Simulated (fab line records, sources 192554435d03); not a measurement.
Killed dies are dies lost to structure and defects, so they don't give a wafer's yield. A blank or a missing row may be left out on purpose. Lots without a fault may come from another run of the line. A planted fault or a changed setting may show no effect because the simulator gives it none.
Chamber matching | flow n5_finfet | N5_BEOL_M5_PECVD_70 on pecvd-01: 3 sister chambers
The step deposits SiO2 from TEOS/O2, target thk 16 nm, time 18 s. 22 wafers are shown with their chamber, then 11 later ones without.

WAFERS WITH THEIR CHAMBER
wafer  | chamber | showerhead_plenum_p_Torr (Torr) | throttle_valve_pct (%) | heater_power_w (W)
L078.1 | 1       | 8.67                            | 21.6                   | 994
L078.5 | 1       | 8.69                            | 21.7                   | 959
L078.6 | 2       | 8.62                            | 20.6                   | 773
L077.3 | 2       | 8.59                            | 20.4                   | 824
L077.4 | 2       | 8.58                            | 20.2                   | 789
L077.6 | 1       | 8.66                            | 21.6                   | 971
L080.4 | 0       | 8.91                            | 22.2                   | 635
L080.5 | 2       | 8.60                            | 20.5                   | 715
L080.6 | 1       | 8.67                            | 21.8                   | 887
L081.1 | 2       | 8.61                            | 20.5                   | 812
L081.2 | 0       | 8.91                            | 22.4                   | 713
L081.5 | 1       | 8.68                            | 22.0                   | 1035
L085.1 | 2       | 8.60                            | 20.6                   | 709
L085.4 | 0       | 8.90                            | 22.3                   | 725
L085.5 | 1       | 8.66                            | 22.0                   | 1022
L086.2 | 2       | 8.63                            | 19.9                   | 849
L086.5 | 1       | 8.67                            | 21.5                   | 916
L086.6 | 2       | 8.63                            | 20.8                   | 850
L090.3 | 0       | 8.91                            | 22.5                   | 660
L090.5 | 1       | 8.69                            | 21.7                   | 988
L090.6 | 2       | 8.60                            | 20.6                   | 869
L092.3 | 2       | 8.60                            | 20.5                   | 756

SIGNATURES (means of the wafers above)
reading                  | chamber 0 | chamber 1 | chamber 2 | scatter within a chamber
showerhead_plenum_p_Torr | 8.9075    | 8.6738    | 8.6060    | 0.0136
throttle_valve_pct       | 22.350    | 21.738    | 20.460    | 0.212
heater_power_w           | 683.25    | 971.50    | 794.60    | 52.1
Rule: a wafer's distance from a chamber is the root of the sum, over the readings, of the square of ((its reading less the chamber's mean) divided by the reading's scatter). The wafer belongs to the nearest chamber; if the next one is less than 2 further off, it can't be placed. The scatter: the root of (the sum of the squares of (reading less its chamber's mean) over the shown wafers, divided by (wafers less chambers)).

WAFERS WITHOUT THEIR CHAMBER
wafer  | showerhead_plenum_p_Torr (Torr) | throttle_valve_pct (%) | heater_power_w (W)
L092.4 | 8.68                            | 21.7                   | 885
L092.5 | 8.61                            | 20.4                   | 738
L093.2 | 8.67                            | 21.6                   | 987
L093.4 | 8.59                            | 20.6                   | 857
L093.5 | 8.90                            | 22.4                   | 800
L095.1 | 8.68                            | 21.7                   | 999
L095.4 | 8.61                            | 20.5                   | 774
L095.5 | 8.65                            | 21.8                   | 993
L097.1 | 8.93                            | 22.3                   | 775
L097.2 | 8.67                            | 21.7                   | 886
L097.6 | 8.67                            | 21.6                   | 900

WHICH CHAMBER EACH WENT THROUGH
wafer  | from the rows above | in truth
L092.4 | 1                   | 1
L092.5 | 2                   | 2
L093.2 | 1                   | 1
L093.4 | 2                   | 2
L093.5 | 0                   | 0
L095.1 | 1                   | 1
L095.4 | 2                   | 2
L095.5 | 1                   | 1
L097.1 | 0                   | 0
L097.2 | 1                   | 1
L097.6 | 1                   | 1
Placed correctly: 11 of 11. Can't be placed from these rows: 0. Placed wrongly: 0.
